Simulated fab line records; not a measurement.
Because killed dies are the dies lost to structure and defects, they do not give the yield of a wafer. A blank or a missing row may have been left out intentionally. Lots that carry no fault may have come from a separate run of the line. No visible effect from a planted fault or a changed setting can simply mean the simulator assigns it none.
What tool caused it? + flow n5 finfet + 69 wafers from 23 lots sampled at 6 of the route's 1938 steps

== WHAT EACH GAUGE READ, for each wafer ==
Not one reading of a measure or inspect step in the record can be checked against a usual standard deviation.

== WHICH TOOL RAN EACH LOT (tool, then ch and the chambers of the sampled wafers, then the start) ==
| lot  | N5_BEOL_M14_TRENCH_ETCH_34         | N5_BEOL_M15_STRIP_64                          | N5_BEOL_M15_ETCH_57                | N5_BEOL_M15_DEP_53              | N5_MIM_BOT_SPUTTER_00        | N5_MIM_TOP_ALD_02            |
|------|------------------------------------|-----------------------------------------------|------------------------------------|---------------------------------|------------------------------|------------------------------|
| L074 | rie diel-02 ch 1,2, day 11 10:33   | rie diel-04 ch 0,2,3, day 11 16:01 or earlier | rie diel-04 ch 0,2,3, day 11 16:01 | pecvd-01 ch 0,1,2, day 11 22:50 | pvd sputter-03, day 12 00:01 | ald hk-03 ch 1,2, no start   |
| L075 | rie diel-03 ch 0,2,3, day 11 16:50 | rie diel-04 ch 0,2,3, day 11 21:13 or earlier | rie diel-04 ch 0,2,3, day 11 21:13 | pecvd-04 ch 0,1,2, day 12 01:10 | pvd sputter-03, day 12 02:52 | ald hk-03 ch 0,1, no start   |
| L076 | rie diel-03 ch 0,1,3, day 12 03:19 | rie diel-05 ch 1,2,3, day 12 08:51 or earlier | rie diel-05 ch 0,2, day 12 08:51   | pecvd-02 ch 0,1, day 12 12:22   | pvd sputter-01, day 12 14:17 | ald hk-03 ch 1,2,3, no start |
| L079 | rie diel-02 ch 0,2,3, day 13 03:11 | rie diel-04 ch 1,2, day 13 07:13 or earlier   | rie diel-04 ch 0,1,3, day 13 07:13 | pecvd-01 ch 1,2, day 13 13:17   | pvd sputter-01, day 13 14:35 | ald hk-01 ch 1,3, no start   |
| L078 | rie diel-06 ch 1,2, day 13 07:56   | rie diel-01 ch 1,2, day 13 15:20 or earlier   | rie diel-01 ch 2,3, day 13 15:20   | pecvd-02 ch 0,2, day 13 20:51   | pvd sputter-02, day 13 22:32 | ald hk-01 ch 0,3, no start   |
| L082 | rie diel-02 ch 0,1,3, day 13 08:25 | rie diel-04 ch 0,2, day 13 15:50 or earlier   | rie diel-01 ch 0,1,3, day 13 15:50 | pecvd-02 ch 0,1,2, day 13 21:40 | pvd sputter-03, day 13 23:03 | ald hk-02 ch 0,1, no start   |
| L080 | rie diel-03 ch 0,3, day 13 15:14   | rie diel-01 ch 0,1,2, day 13 22:11 or earlier | rie diel-01 ch 2,3, day 13 22:11   | pecvd-02 ch 0,2, day 14 02:44   | pvd sputter-01, day 14 04:22 | ald hk-02 ch 0,1,2, no start |
| L081 | rie diel-03 ch 0,2, day 13 22:52   | rie diel-01 ch 0,1,3, day 14 06:11 or earlier | rie diel-05 ch 0,1,3, day 14 06:11 | pecvd-02 ch 0,1,2, day 14 14:10 | pvd sputter-02, day 14 17:00 | ald hk-01 ch 1,2, no start   |
| L085 | rie diel-02 ch 1,2, day 14 05:32   | rie diel-01 ch 0,3, day 14 09:14 or earlier   | rie diel-05 ch 0,3, day 14 09:14   | pecvd-01 ch 0,2, day 14 15:28   | pvd sputter-02, day 14 17:19 | ald hk-02 ch 0,1,2, no start |
| L083 | rie diel-02 ch 1,2,3, day 14 08:03 | rie diel-04 ch 0,1,2, day 14 15:39 or earlier | rie diel-01 ch 1,2,3, day 14 15:39 | pecvd-02 ch 0,1,2, day 14 22:00 | pvd sputter-01, day 14 23:34 | ald hk-02 ch 0,1,3, no start |
| L087 | rie diel-03 ch 0,1,2, day 14 17:14 | rie diel-01 ch 0,1,3, day 14 23:03 or earlier | rie diel-05 ch 0,3, day 14 23:03   | pecvd-02 ch 0,2, day 15 05:07   | pvd sputter-03, day 15 08:47 | ald hk-03 ch 0,2, no start   |
| L086 | rie diel-02 ch 1,2, day 14 19:37   | rie diel-01 ch 0,1,2, day 15 00:01 or earlier | rie diel-01 ch 1,2,3, day 15 00:01 | pecvd-04 ch 0,1, day 15 05:37   | pvd sputter-01, day 15 08:49 | ald hk-01 ch 0,1,3, no start |
| L084 | rie diel-06 ch 1,2,3, day 14 21:57 | rie diel-04 ch 0,1, day 15 01:54 or earlier   | rie diel-05 ch 1,3, day 15 01:54   | pecvd-02 ch 0,2, day 15 06:21   | pvd sputter-03, day 15 09:01 | ald hk-02 ch 0,2,3, no start |
| L088 | rie diel-02 ch 0,1,3, day 14 23:00 | rie diel-01 ch 0,2,3, day 15 02:27 or earlier | rie diel-01 ch 1,2,3, day 15 02:27 | pecvd-04 ch 1,2, day 15 10:35   | pvd sputter-03, day 15 14:13 | ald hk-01 ch 2,3, no start   |
| L089 | rie diel-02 ch 0,1,2, day 15 02:55 | rie diel-04 ch 1,2,3, day 15 07:31 or earlier | rie diel-04 ch 1,2, day 15 07:31   | pecvd-01 ch 0,1,2, day 15 10:46 | pvd sputter-03, day 15 14:20 | ald hk-02 ch 0,1,2, no start |
| L090 | rie diel-03 ch 0,2,3, day 15 22:11 | rie diel-04 ch 0,1,3, day 16 02:50 or earlier | rie diel-05 ch 0,1, day 16 02:50   | pecvd-02 ch 0,1, day 16 07:08   | pvd sputter-02, day 16 10:13 | ald hk-03 ch 0,2, no start   |
| L091 | rie diel-06 ch 0,1,3, day 16 03:39 | rie diel-01 ch 0,1,2, day 16 07:42 or earlier | rie diel-05 ch 1,2,3, day 16 07:42 | pecvd-04 ch 0,1,2, day 16 12:45 | pvd sputter-01, day 16 14:57 | ald hk-03 ch 0,2,3, no start |
| L092 | rie diel-02 ch 0,2,3, day 16 04:25 | rie diel-01 ch 0,2,3, day 16 09:14 or earlier | rie diel-01 ch 0,1,3, day 16 09:14 | pecvd-04 ch 0,1,2, day 16 13:16 | pvd sputter-02, day 16 15:44 | ald hk-01 ch 1,2,3, no start |
| L093 | rie diel-03 ch 0,1,3, day 16 15:15 | rie diel-05 ch 0,1,3, day 16 21:41 or earlier | rie diel-01 ch 1,2,3, day 16 21:41 | pecvd-02 ch 1,2, day 17 03:25   | pvd sputter-03, day 17 05:37 | ald hk-03 ch 0,1,3, no start |
| L094 | rie diel-06 ch 0,3, day 16 22:14   | rie diel-01 ch 0,2,3, day 17 02:46 or earlier | rie diel-05 ch 0,1, day 17 02:46   | pecvd-04 ch 0,1,2, day 17 07:11 | pvd sputter-01, day 17 09:43 | ald hk-03 ch 0,1,2, no start |
| L097 | rie diel-02 ch 1,2,3, day 17 09:17 | rie diel-01 ch 0,2, day 17 12:50 or earlier   | rie diel-04 ch 0,2,3, day 17 12:50 | pecvd-01 ch 0,1,2, day 17 18:11 | pvd sputter-03, day 17 20:19 | ald hk-03 ch 1,2,3, no start |
| L095 | rie diel-06 ch 0,2,3, day 17 12:23 | rie diel-01 ch 1,2,3, day 17 16:31 or earlier | rie diel-04 ch 0,1,2, day 17 16:31 | pecvd-01 ch 0,1,2, day 17 21:51 | pvd sputter-02, day 18 00:49 | ald hk-02 ch 1,2,3, no start |
| L096 | rie diel-02 ch 0,1,2, day 17 14:49 | rie diel-05 ch 0,1,3, day 17 19:58 or earlier | rie diel-05 ch 0,1,2, day 17 19:58 | pecvd-02 ch 1,2, day 18 02:46   | pvd sputter-03, day 18 07:07 | ald hk-02 ch 0,2,3, no start |
- N5_BEOL_M14_TRENCH_ETCH_34: etches SiO2 in C4F8/O2/Ar, target depth 556.65 nm, time 126.9 s.
- N5_BEOL_M15_STRIP_64: strips in O2.
- N5_BEOL_M15_ETCH_57: etches SOC in N2/H2, time 750 s.
- N5_BEOL_M15_DEP_53: deposits SiCN from 3MS/NH3, target thk 50 nm, time 17.8 s.
- N5_MIM_BOT_SPUTTER_00: material TiN, target thk 35 nm, time 89.7 s.
- N5_MIM_TOP_ALD_02: deposits Al2O3, purge time 3 s, co reactant pulse time 3 s.

== WHAT THE TOOLS THEMSELVES READ (means of the sampled wafers that have a number; where no wafer has one, the mark that the record gives instead) ==
N5_BEOL_M14_TRENCH_ETCH_34. Usual: chamber pressure mTorr 20.000 mTorr, standard deviation 0.018; drypump motor current A 5.5 A, standard deviation 0.46; oes product au 0.76 a.u., standard deviation 0.054; rf vpp V 2214 V, standard deviation 41; showerhead plenum p Torr 3.42 Torr, standard deviation 0.088; throttle valve pct 30.9 %, standard deviation 0.33.
| lot  | tool        | chamber pressure mTorr (mTorr) | drypump motor current A (A) | oes product au (a.u.) | rf vpp V (V) | showerhead plenum p Torr (Torr) | throttle valve pct (%) | flag |
|------|-------------|--------------------------------|-----------------------------|-----------------------|--------------|---------------------------------|------------------------|------|
| L074 | rie diel-02 | 20.003                         | 5.1                         | 0.85                  | 2166         | 3.36                            | 31.3                   |      |
| L075 | rie diel-03 | 20.012                         | 5.7                         | 0.80                  | 2221         | 3.50                            | 30.5                   |      |
| L076 | rie diel-03 | 19.993                         | 5.9                         | 0.78                  | 2248         | 3.50                            | 30.5                   |      |
| L079 | rie diel-02 | 19.995                         | 5.3                         | 0.75                  | 2182         | 3.43                            | 31.1                   |      |
| L078 | rie diel-06 | 19.995                         | 5.1                         | 0.72                  | 2259         | 3.29                            | 31.0                   |      |
| L082 | rie diel-02 | 20.002                         | 5.3                         | 0.74                  | 2207         | 3.44                            | 31.0                   |      |
| L080 | rie diel-03 | 20.012                         | 5.8                         | 0.76                  | 2219         | 3.46                            | 30.5                   |      |
| L081 | rie diel-03 | 19.986                         | 5.6                         | 0.81                  | 2221         | 3.51                            | 30.5                   |      |
| L085 | rie diel-02 | 19.991                         | 5.1                         | 0.80                  | 2189         | 3.36                            | 31.2                   |      |
| L083 | rie diel-02 | 19.997                         | 5.2                         | 0.77                  | 2184         | 3.42                            | 31.1                   |      |
| L087 | rie diel-03 | 20.022                         | 5.7                         | 0.80                  | 2248         | 3.51                            | 30.5                   |      |
| L086 | rie diel-02 | 20.011                         | 5.1                         | 0.79                  | 2188         | 3.36                            | 31.2                   |      |
| L084 | rie diel-06 | 19.992                         | 5.6                         | 0.74                  | 2241         | 3.35                            | 31.1                   |      |
| L088 | rie diel-02 | 19.988                         | 5.3                         | 0.71                  | 2206         | 3.44                            | 31.0                   |      |
| L089 | rie diel-02 | 20.000                         | 5.2                         | 0.76                  | 2186         | 3.37                            | 31.2                   |      |
| L090 | rie diel-03 | 20.000                         | 5.7                         | 0.76                  | 2219         | 3.48                            | 30.5                   |      |
| L091 | rie diel-06 | 20.010                         | 5.9                         | 0.74                  | 2230         | 3.35                            | 31.2                   |      |
| L092 | rie diel-02 | 19.993                         | 5.3                         | 0.73                  | 2182         | 3.42                            | 31.1                   |      |
| L093 | rie diel-03 | 19.998                         | 5.9                         | 0.75                  | 2247         | 3.48                            | 30.6                   |      |
| L094 | rie diel-06 | 20.000                         | 6.5                         | 0.76                  | 2214         | 3.42                            | 31.3                   |      |
| L097 | rie diel-02 | 20.018                         | 5.2                         | 0.75                  | 2184         | 3.41                            | 31.1                   |      |
| L095 | rie diel-06 | 20.000                         | 6.1                         | 0.75                  | 2211         | 3.37                            | 31.2                   |      |
| L096 | rie diel-02 | 19.994                         | 5.2                         | 0.74                  | 2184         | 3.36                            | 31.2                   |      |

N5_BEOL_M15_STRIP_64. Usual: chamber pressure mTorr 30.00 mTorr, standard deviation 0.03; drypump motor current A 5.7 A, standard deviation 0.31; oes product au 0.81 a.u., standard deviation 0.1; rf vpp V 3.7 V, standard deviation 0.51; showerhead plenum p Torr 2.08 Torr, standard deviation 0.051; throttle valve pct 16.58 %, standard deviation 0.16.
| lot  | tool        | chamber pressure mTorr (mTorr) | drypump motor current A (A) | oes product au (a.u.) | rf vpp V (V) | showerhead plenum p Torr (Torr) | throttle valve pct (%) | flag |
|------|-------------|--------------------------------|-----------------------------|-----------------------|--------------|---------------------------------|------------------------|------|
| L074 | rie diel-04 | 30.00                          | 5.9                         | 0.91                  | 3.1          | 2.11                            | 16.34                  |      |
| L075 | rie diel-04 | 30.02                          | 5.9                         | 0.90                  | 3.7          | 2.11                            | 16.34                  |      |
| L076 | rie diel-05 | 29.99                          | 5.5                         | 0.69                  | 3.0          | 2.08                            | 16.73                  |      |
| L079 | rie diel-04 | 29.98                          | 6.3                         | 0.94                  | 3.7          | 2.12                            | 16.40                  |      |
| L078 | rie diel-01 | 30.04                          | 5.4                         | 0.88                  | 4.2          | 2.07                            | 16.70                  |      |
| L082 | rie diel-04 | 29.97                          | 5.9                         | 0.88                  | 3.1          | 2.11                            | 16.36                  |      |
| L080 | rie diel-01 | 29.99                          | 5.4                         | 0.81                  | 4.4          | 2.08                            | 16.69                  |      |
| L081 | rie diel-01 | 29.96                          | 5.5                         | 0.72                  | 3.0          | 2.06                            | 16.68                  |      |
| L085 | rie diel-01 | 29.98                          | 5.4                         | 0.74                  | 3.9          | 2.07                            | 16.64                  |      |
| L083 | rie diel-04 | 29.98                          | 6.0                         | 0.89                  | 3.6          | 2.11                            | 16.40                  |      |
| L087 | rie diel-01 | 29.98                          | 5.5                         | 0.71                  | 4.2          | 2.06                            | 16.68                  |      |
| L086 | rie diel-01 | 30.01                          | 5.4                         | 0.80                  | 3.9          | 2.08                            | 16.71                  |      |
| L084 | rie diel-04 | 30.03                          | 6.1                         | 0.93                  | 3.1          | 2.14                            | 16.49                  |      |
| L088 | rie diel-01 | 29.98                          | 5.5                         | 0.79                  | 3.6          | 2.05                            | 16.68                  |      |
| L089 | rie diel-04 | 29.98                          | 6.1                         | 0.87                  | 3.8          | 2.10                            | 16.41                  |      |
| L090 | rie diel-04 | 30.00                          | 6.0                         | 0.88                  | 3.6          | 2.13                            | 16.47                  |      |
| L091 | rie diel-01 | 29.99                          | 5.4                         | 0.79                  | 3.4          | 2.07                            | 16.73                  |      |
| L092 | rie diel-01 | 30.00                          | 5.4                         | 0.78                  | 4.1          | 2.05                            | 16.68                  |      |
| L093 | rie diel-05 | 29.98                          | 5.4                         | 0.84                  | 3.5          | 2.13                            | 16.57                  |      |
| L094 | rie diel-01 | 29.98                          | 5.5                         | 0.77                  | 3.8          | 2.05                            | 16.70                  |      |
| L097 | rie diel-01 | 29.98                          | 5.4                         | 0.84                  | 3.9          | 2.07                            | 16.75                  |      |
| L095 | rie diel-01 | 30.02                          | 5.5                         | 0.75                  | 3.4          | 2.04                            | 16.73                  |      |
| L096 | rie diel-05 | 29.99                          | 5.4                         | 0.82                  | 3.9          | 2.13                            | 16.57                  |      |

N5_BEOL_M15_ETCH_57. Usual: chamber pressure mTorr 30.002 mTorr, standard deviation 0.027; drypump motor current A 5.6 A, standard deviation 0.31; oes product au 0.81 a.u., standard deviation 0.11; rf vpp V 523.6 V, standard deviation 2.2; showerhead plenum p Torr 2.54 Torr, standard deviation 0.074; throttle valve pct 17.66 %, standard deviation 0.14.
| lot  | tool        | chamber pressure mTorr (mTorr) | drypump motor current A (A) | oes product au (a.u.) | rf vpp V (V) | showerhead plenum p Torr (Torr) | throttle valve pct (%) | flag |
|------|-------------|--------------------------------|-----------------------------|-----------------------|--------------|---------------------------------|------------------------|------|
| L074 | rie diel-04 | 29.988                         | 5.9                         | 0.90                  | 523.9        | 2.57                            | 17.49                  |      |
| L075 | rie diel-04 | 30.021                         | 5.9                         | 0.90                  | 524.2        | 2.57                            | 17.50                  |      |
| L076 | rie diel-05 | 29.995                         | 5.7                         | 0.75                  | 524.4        | 2.57                            | 17.79                  |      |
| L079 | rie diel-04 | 30.002                         | 5.9                         | 0.93                  | 525.8        | 2.60                            | 17.58                  |      |
| L078 | rie diel-01 | 29.993                         | 5.6                         | 0.78                  | 521.2        | 2.45                            | 17.75                  |      |
| L082 | rie diel-01 | 30.005                         | 5.5                         | 0.73                  | 523.3        | 2.49                            | 17.71                  |      |
| L080 | rie diel-01 | 29.978                         | 5.6                         | 0.78                  | 521.3        | 2.45                            | 17.75                  |      |
| L081 | rie diel-05 | 30.019                         | 5.4                         | 0.74                  | 524.9        | 2.57                            | 17.70                  |      |
| L085 | rie diel-05 | 29.984                         | 5.5                         | 0.72                  | 524.3        | 2.56                            | 17.80                  |      |
| L083 | rie diel-01 | 30.028                         | 5.5                         | 0.78                  | 522.2        | 2.48                            | 17.78                  |      |
| L087 | rie diel-05 | 30.017                         | 5.5                         | 0.71                  | 524.4        | 2.56                            | 17.79                  |      |
| L086 | rie diel-01 | 30.037                         | 5.5                         | 0.77                  | 522.1        | 2.47                            | 17.78                  |      |
| L084 | rie diel-05 | 30.005                         | 5.3                         | 0.69                  | 523.3        | 2.52                            | 17.71                  |      |
| L088 | rie diel-01 | 30.004                         | 5.5                         | 0.77                  | 521.8        | 2.47                            | 17.79                  |      |
| L089 | rie diel-04 | 29.992                         | 6.2                         | 0.85                  | 523.4        | 2.51                            | 17.42                  |      |
| L090 | rie diel-05 | 30.010                         | 5.3                         | 0.75                  | 524.1        | 2.58                            | 17.66                  |      |
| L091 | rie diel-05 | 29.987                         | 5.6                         | 0.88                  | 522.4        | 2.51                            | 17.50                  |      |
| L092 | rie diel-01 | 30.002                         | 5.5                         | 0.71                  | 522.7        | 2.49                            | 17.75                  |      |
| L093 | rie diel-01 | 29.995                         | 5.5                         | 0.75                  | 521.4        | 2.47                            | 17.82                  |      |
| L094 | rie diel-05 | 29.979                         | 5.3                         | 0.73                  | 525.0        | 2.57                            | 17.67                  |      |
| L097 | rie diel-04 | 30.012                         | 5.9                         | 0.83                  | 523.6        | 2.55                            | 17.57                  |      |
| L095 | rie diel-04 | 30.015                         | 6.1                         | 0.86                  | 523.6        | 2.55                            | 17.52                  |      |
| L096 | rie diel-05 | 29.990                         | 5.5                         | 0.80                  | 524.3        | 2.56                            | 17.62                  |      |

N5_BEOL_M15_DEP_53. Usual: showerhead plenum p Torr 4.160 Torr, standard deviation 0.02; throttle valve pct 17.7 %, standard deviation 0.72.
| lot  | tool     | showerhead plenum p Torr (Torr) | throttle valve pct (%) | flag |
|------|----------|---------------------------------|------------------------|------|
| L074 | pecvd-01 | 4.158                           | 17.5                   |      |
| L075 | pecvd-04 | 4.144                           | 18.0                   |      |
| L076 | pecvd-02 | 4.161                           | 18.2                   |      |
| L079 | pecvd-01 | 4.132                           | 17.3                   |      |
| L078 | pecvd-02 | 4.159                           | 17.0                   |      |
| L082 | pecvd-02 | 4.162                           | 17.5                   |      |
| L080 | pecvd-02 | 4.163                           | 17.0                   |      |
| L081 | pecvd-02 | 4.167                           | 17.8                   |      |
| L085 | pecvd-01 | 4.139                           | 16.8                   |      |
| L083 | pecvd-02 | 4.160                           | 17.6                   |      |
| L087 | pecvd-02 | 4.155                           | 17.4                   |      |
| L086 | pecvd-04 | 4.157                           | 18.3                   |      |
| L084 | pecvd-02 | 4.164                           | 17.5                   |      |
| L088 | pecvd-04 | 4.162                           | 18.1                   |      |
| L089 | pecvd-01 | 4.162                           | 17.4                   |      |
| L090 | pecvd-02 | 4.160                           | 18.2                   |      |
| L091 | pecvd-04 | 4.156                           | 17.9                   |      |
| L092 | pecvd-04 | 4.153                           | 18.0                   |      |
| L093 | pecvd-02 | 4.166                           | 17.3                   |      |
| L094 | pecvd-04 | 4.160                           | 18.1                   |      |
| L097 | pecvd-01 | 4.159                           | 17.6                   |      |
| L095 | pecvd-01 | 4.161                           | 17.5                   |      |
| L096 | pecvd-02 | 4.165                           | 17.4                   |      |

N5_MIM_BOT_SPUTTER_00. Usual: substrate temp c 200.02 C, standard deviation 0.15; throttle valve pct 29.7 %, standard deviation 1.2.
| lot  | tool           | substrate temp c (C) | throttle valve pct (%) | flag |
|------|----------------|----------------------|------------------------|------|
| L074 | pvd sputter-03 | 200.02               | 30.3                   |      |
| L075 | pvd sputter-03 | 199.97               | 30.7                   |      |
| L076 | pvd sputter-01 | 200.00               | 28.3                   |      |
| L079 | pvd sputter-01 | 199.98               | 29.4                   |      |
| L078 | pvd sputter-02 | 200.13               | 29.3                   |      |
| L082 | pvd sputter-03 | 200.07               | 29.5                   |      |
| L080 | pvd sputter-01 | 200.16               | 29.1                   |      |
| L081 | pvd sputter-02 | 199.98               | 29.3                   |      |
| L085 | pvd sputter-02 | 199.96               | 29.4                   |      |
| L083 | pvd sputter-01 | 199.89               | 29.6                   |      |
| L087 | pvd sputter-03 | 200.13               | 30.6                   |      |
| L086 | pvd sputter-01 | 200.00               | 30.2                   |      |
| L084 | pvd sputter-03 | 200.09               | 29.7                   |      |
| L088 | pvd sputter-03 | 200.14               | 29.7                   |      |
| L089 | pvd sputter-03 | 199.87               | 29.7                   |      |
| L090 | pvd sputter-02 | 199.81               | 30.5                   |      |
| L091 | pvd sputter-01 | 200.11               | 29.7                   |      |
| L092 | pvd sputter-02 | 200.05               | 29.6                   |      |
| L093 | pvd sputter-03 | 200.15               | 29.6                   |      |
| L094 | pvd sputter-01 | 200.02               | 29.7                   |      |
| L097 | pvd sputter-03 | 199.87               | 30.3                   |      |
| L095 | pvd sputter-02 | 200.03               | 30.1                   |      |
| L096 | pvd sputter-03 | 200.08               | 29.4                   |      |

N5_MIM_TOP_ALD_02. Usual: precursor pulse height rel 1.001, standard deviation 0.021.
| lot  | tool      | precursor pulse height rel | flag |
|------|-----------|----------------------------|------|
| L074 | ald hk-03 | 1.003                      |      |
| L075 | ald hk-03 | 0.988                      |      |
| L076 | ald hk-03 | 1.006                      |      |
| L079 | ald hk-01 | 0.971                      |      |
| L078 | ald hk-01 | 1.014                      |      |
| L082 | ald hk-02 | 0.983                      |      |
| L080 | ald hk-02 | 1.014                      |      |
| L081 | ald hk-01 | 1.016                      |      |
| L085 | ald hk-02 | 0.997                      |      |
| L083 | ald hk-02 | 0.983                      |      |
| L087 | ald hk-03 | 1.012                      |      |
| L086 | ald hk-01 | 1.014                      |      |
| L084 | ald hk-02 | 0.976                      |      |
| L088 | ald hk-01 | 1.006                      |      |
| L089 | ald hk-02 | 0.989                      |      |
| L090 | ald hk-03 | 1.008                      |      |
| L091 | ald hk-03 | 0.989                      |      |
| L092 | ald hk-01 | 1.007                      |      |
| L093 | ald hk-03 | 0.992                      |      |
| L094 | ald hk-03 | 1.014                      |      |
| L097 | ald hk-03 | 1.014                      |      |
| L095 | ald hk-02 | 1.008                      |      |
| L096 | ald hk-02 | 0.984                      |      |

== THE ANSWER, worked out from the rows above alone ==
Rule: lot off if the mean of its wafers having a number is beyond 3 standard deviations from the usual mean. A lot without any number at a reading at which 4 lots or more have one is off too. Any other lot the step has rows for is counted as sound. The gauges are gone through in route order, then the tools' own readings, and for those a lot's mean is taken as printed above. The first step at which some lot is off is used, and at that step the reading that is off furthest; a lot without a number counts as furthest.
Nothing can be told from this: no lot is off at any reading shown.

== WHAT THE SIMULATOR PUT IN ==
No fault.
